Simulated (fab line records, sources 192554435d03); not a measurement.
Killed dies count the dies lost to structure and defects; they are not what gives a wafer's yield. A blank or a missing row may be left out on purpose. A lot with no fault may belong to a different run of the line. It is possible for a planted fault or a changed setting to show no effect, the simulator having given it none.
The tool behind it: which one? | flow n5-finfet | 7 lots with 21 wafers sampled at 5 steps, on a route of 1938 steps

## WHAT THE GAUGES READ, wafer by wafer
N5_BEOL_M11_CD_MEAS_18: pitch 140 nm, target cd 70 nm.
lot  | measured     | on        | cd-nm (nm)
L721 | day 11 02:23 | cd-sem-01 | 70.7 70.8 69.9
L727 | day 12 16:10 | cd-sem-01 | 69.8 69.1 69.8
L731 | day 13 13:07 | cd-sem-03 | - - -
L735 | day 14 03:02 | cd-sem-01 | 69.3 71.0 70.0
L736 | day 14 19:40 | cd-sem-03 | 70.5 70.0 69.9
L741 | day 15 19:49 | cd-sem-01 | 70.0 70.0 69.6
L743 | day 16 09:15 | cd-sem-03 | 70.5 71.0 70.5

## WHAT TOOL EACH LOT RAN ON (gives the tool, then ch and the chambers of the sampled wafers, and finally the start)
lot  | N5_BEOL_M10_CMP_52            | N5_BEOL_M10_DEP_56              | N5_BEOL_M11_HM_DEP_02        | N5_BEOL_M11_HM_OPEN_17
L721 | cmp-03 ch 0,2,3, day 10 23:47 | pecvd-01 ch 0,2, day 11 00:02   | pvd-sputter-01, day 11 01:12 | rie-metal-03 ch 0,1, day 11 02:14
L727 | cmp-04 ch 2,3, day 12 12:12   | pecvd-04 ch 1,2, day 12 12:33   | pvd-sputter-03, day 12 14:54 | rie-metal-02 ch 1, day 12 15:43
L731 | cmp-03 ch 0,1, day 13 10:53   | pecvd-04 ch 0,1, day 13 11:14   | pvd-sputter-03, day 13 12:08 | rie-metal-01 ch 0,1, day 13 12:56
L735 | cmp-03 ch 0,2,3, day 14 00:34 | pecvd-03 ch 1,2, day 14 00:53   | pvd-sputter-01, day 14 01:51 | rie-metal-03 ch 0, day 14 02:51
L736 | cmp-01 ch 0,2, day 14 15:38   | pecvd-03 ch 1,2, day 14 16:00   | pvd-sputter-01, day 14 17:58 | rie-metal-01 ch 0,1, day 14 19:23
L741 | cmp-03 ch 0,2,3, day 15 15:48 | pecvd-03 ch 0,1, day 15 16:09   | pvd-sputter-02, day 15 18:23 | rie-metal-03 ch 0,1, day 15 19:38
L743 | cmp-03 ch 1,3, day 16 05:53   | pecvd-03 ch 0,1,2, day 16 06:13 | pvd-sputter-01, day 16 08:13 | rie-metal-03 ch 0,1, day 16 09:04
- N5_BEOL_M10_CMP_52: polishes, stops on SiCOH lowk, t overpolish 7 s, target thk 140 nm.
- N5_BEOL_M10_DEP_56: deposits SiCN from 3MS/NH3, target thk 15 nm, time 26.5 s.
- N5_BEOL_M11_HM_DEP_02: deposits TiN, target thk 20 nm.
- N5_BEOL_M11_HM_OPEN_17: chemistry Cl2/BCl3, target TiN, target depth 20 nm, overetch 6 nm.

## THE ANSWER, worked out from the rows above alone
Rule: the usual values come from the lots themselves. The widest of any qualifying gaps counts: lots, ordered by their means at a reading, are off when they make up no more than a third of the lots, leave a main group of 4 or more, and stand apart from it by 3 or more times the standard deviation of that group's means. A main group whose means are all the same, to the digits that the tables above print for the reading, isn't used. A lot without any number at a reading at which 4 lots or more have one is off too. All remaining lots with rows at the step are treated as sound.
Off at N5_BEOL_M11_CD_MEAS_18 (cd-nm): L731. Without a number there: L731. The main group has a mean of 70.1 nm with a standard deviation of 0.36.
A tool fits if, at a process step before that reading, it ran every lot that is off, and no sound lot after the first of them. The gauges at N5_BEOL_M11_CD_MEAS_18 are tried like those tools. This does not decide it: 2 tools fit, namely pecvd-04 at N5_BEOL_M10_DEP_56 and pvd-sputter-03 at N5_BEOL_M11_HM_DEP_02.

## WHAT THE SIMULATOR HAD INSERTED
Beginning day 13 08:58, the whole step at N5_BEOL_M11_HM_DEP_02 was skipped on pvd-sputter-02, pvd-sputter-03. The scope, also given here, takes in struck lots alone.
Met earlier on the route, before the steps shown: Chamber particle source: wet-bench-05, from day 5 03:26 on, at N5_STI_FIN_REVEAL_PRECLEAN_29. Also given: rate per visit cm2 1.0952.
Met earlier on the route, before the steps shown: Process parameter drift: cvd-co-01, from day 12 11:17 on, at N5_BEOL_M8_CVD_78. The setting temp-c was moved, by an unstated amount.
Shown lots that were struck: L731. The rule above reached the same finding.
